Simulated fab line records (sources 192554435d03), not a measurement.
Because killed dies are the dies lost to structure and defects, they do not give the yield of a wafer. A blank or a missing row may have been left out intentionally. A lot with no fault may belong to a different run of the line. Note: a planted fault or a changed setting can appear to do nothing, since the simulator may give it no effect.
Which tool did it? + flow n5_finfet + 8 lots with 24 wafers sampled at 5 steps, on a route of 1938 steps

## WHAT THE GAUGES SHOWED, per wafer
N5_BEOL_M2_INSPECT_30: inspects for defects (brightfield).
| lot  | measured     | on                | raw_defect_count |
|------|--------------|-------------------|------------------|
| L521 | day 7 17:32  | defect_inspect-01 | 446 431 501      |
| L526 | day 8 22:06  | defect_inspect-01 | 457 547 519      |
| L528 | day 9 13:13  | defect_inspect-01 | 467 508 437      |
| L534 | day 10 23:39 | defect_inspect-02 | 905 895 988      |
| L536 | day 11 06:32 | defect_inspect-02 | 944 874 841      |
| L537 | day 11 08:57 | defect_inspect-02 | 522 421 634      |
| L538 | day 11 18:41 | defect_inspect-01 | 421 409 469      |
| L539 | day 12 05:11 | defect_inspect-01 | 460 527 461      |

## WHAT TOOL EACH LOT RAN ON (gives the tool, then ch and the chambers of the sampled wafers, and finally the start)
| lot  | N5_BEOL_M2_ETCH_63                 | N5_BEOL_M2_STRIP_66                | N5_BEOL_M2_HM_OPEN_17             | N5_BEOL_M2_STRIP_19                |
|------|------------------------------------|------------------------------------|-----------------------------------|------------------------------------|
| L521 | rie_diel-06 ch 0,3, day 7 16:37    | rie_diel-06 ch 0,3, day 7 16:47    | rie_metal-02 ch 0,1, day 7 16:49  | rie_diel-06 ch 1,3, day 7 16:56    |
| L526 | rie_diel-04 ch 0,1,2, day 8 21:14  | rie_diel-04 ch 0,1,2, day 8 21:23  | rie_metal-03 ch 1, day 8 21:26    | rie_diel-04 ch 1,2,3, day 8 21:35  |
| L528 | rie_diel-02 ch 0,2,3, day 9 12:18  | rie_diel-02 ch 0,2,3, day 9 12:28  | rie_metal-02 ch 0,1, day 9 12:30  | rie_diel-06 ch 1,2, day 9 12:37    |
| L534 | rie_diel-02 ch 0,2,3, day 10 22:43 | rie_diel-02 ch 0,2,3, day 10 22:53 | rie_metal-02 ch 0,1, day 10 22:55 | rie_diel-02 ch 0,1,2, day 10 23:02 |
| L536 | rie_diel-02 ch 1,2,3, day 11 05:45 | rie_diel-02 ch 1,2,3, day 11 05:55 | rie_metal-02 ch 0,1, day 11 05:57 | rie_diel-02 ch 1,3, day 11 06:04   |
| L537 | rie_diel-02 ch 1,3, day 11 08:04   | rie_diel-02 ch 1,3, day 11 08:14   | rie_metal-03 ch 0, day 11 08:16   | rie_diel-06 ch 1,3, day 11 08:29   |
| L538 | rie_diel-02 ch 1,2,3, day 11 17:43 | rie_diel-02 ch 1,2,3, day 11 17:53 | rie_metal-03 ch 0, day 11 17:58   | rie_diel-04 ch 0,2,3, day 11 18:12 |
| L539 | rie_diel-06 ch 1,2,3, day 12 04:17 | rie_diel-06 ch 1,2,3, day 12 04:26 | rie_metal-03 ch 0, day 12 04:29   | rie_diel-06 ch 0,1, day 12 04:35   |
- N5_BEOL_M2_ETCH_63: etches SiARC in CF4, target depth 15.6 nm, time 26 s.
- N5_BEOL_M2_STRIP_66: strips in CF4.
- N5_BEOL_M2_HM_OPEN_17: chemistry Cl2/BCl3, target TiN, target depth 20 nm, overetch 6 nm.
- N5_BEOL_M2_STRIP_19: strips in O2.

## THE ANSWER, worked out from the rows above alone
Rule: usual is defined by the lots themselves. Put in order of their means at a reading, lots are off if they are a third of the lots or fewer, leave a main group of 4 or more, and stand apart from it by a gap of 3 or more times the standard deviation of the main group's means; of several such gaps the widest counts. Not used: any main group whose means are identical at the precision the tables above print for the reading. Also off: a lot with no number at a reading for which 4 or more lots have one. Where the step has rows for the other lots, those lots are counted as sound.
Off: L534, L536 (N5_BEOL_M2_INSPECT_30, raw_defect_count). For the main group the mean is 480 and the standard deviation 30.
A tool fits if, at a process step before that reading, it ran every lot that is off, and no sound lot after the first of them. Those tools and the gauges at N5_BEOL_M2_INSPECT_30 are tried in the same way. 2 tools fit, rie_metal-02 at N5_BEOL_M2_HM_OPEN_17 and rie_diel-02 at N5_BEOL_M2_STRIP_19, so this cannot tell which one it is.

## WHAT THE SIMULATOR HAD INSERTED
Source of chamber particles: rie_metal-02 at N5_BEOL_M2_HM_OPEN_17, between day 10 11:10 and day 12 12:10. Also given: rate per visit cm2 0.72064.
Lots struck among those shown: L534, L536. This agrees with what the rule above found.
